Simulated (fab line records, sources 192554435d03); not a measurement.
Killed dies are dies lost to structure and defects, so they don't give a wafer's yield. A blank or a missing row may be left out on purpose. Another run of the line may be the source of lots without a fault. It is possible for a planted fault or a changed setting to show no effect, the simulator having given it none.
Matching of chambers || flow n5-finfet || 4 sister chambers for N5_BEOL_M2_ETCH_64 on rie-diel-01
The step etches SOC in N2/H2, target depth 75 nm, overetch 22.5 nm, time 121.9 s. 4 wafers are shown with their chamber, then 9 later ones without.

## WAFERS WITH THEIR CHAMBER
{"wafer": "L084.4", "chamber": 2, "throttle-valve-pct (%)": 17.41}
{"wafer": "L088.1", "chamber": 3, "throttle-valve-pct (%)": 18.37}
{"wafer": "L088.3", "chamber": 1, "throttle-valve-pct (%)": 17.89}
{"wafer": "L088.5", "chamber": 0, "throttle-valve-pct (%)": 17.86}

## WAFERS MISSING THEIR CHAMBER
{"wafer": "L092.1", "throttle-valve-pct (%)": 17.89}
{"wafer": "L092.3", "throttle-valve-pct (%)": 17.43}
{"wafer": "L092.4", "throttle-valve-pct (%)": 18.36}
{"wafer": "L094.2", "throttle-valve-pct (%)": 17.45}
{"wafer": "L094.4", "throttle-valve-pct (%)": 18.38}
{"wafer": "L094.6", "throttle-valve-pct (%)": 17.44}
{"wafer": "L096.1", "throttle-valve-pct (%)": 18.39}
{"wafer": "L096.5", "throttle-valve-pct (%)": 18.39}
{"wafer": "L096.6", "throttle-valve-pct (%)": 17.48}

## CHAMBER TAKEN BY EACH
{"wafer": "L092.1", "from the rows above": "can't be placed: 1 or 0", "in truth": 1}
{"wafer": "L092.3", "from the rows above": 2, "in truth": 2}
{"wafer": "L092.4", "from the rows above": 3, "in truth": 3}
{"wafer": "L094.2", "from the rows above": 2, "in truth": 2}
{"wafer": "L094.4", "from the rows above": 3, "in truth": 3}
{"wafer": "L094.6", "from the rows above": 2, "in truth": 2}
{"wafer": "L096.1", "from the rows above": 3, "in truth": 3}
{"wafer": "L096.5", "from the rows above": 3, "in truth": 3}
{"wafer": "L096.6", "from the rows above": 2, "in truth": 2}
8 of 9 placed correctly. These rows do not allow placing 1 (true chamber among the candidates in 1). Placed wrongly: 0.
How it was worked out, from the rows above alone: a wafer's distance from a chamber is the root of the sum, over the readings, of the square of ((its reading less the chamber's mean) divided by the reading's scatter). If the next closest chamber is less than 2 further off than the closest, the wafer can't be placed; otherwise it belongs to the closest. A chamber's mean is the mean of its shown wafers. The scatter (one wafer shown for each chamber): square how far every hidden wafer sits from the nearest shown wafer, average those squares and take the square root.
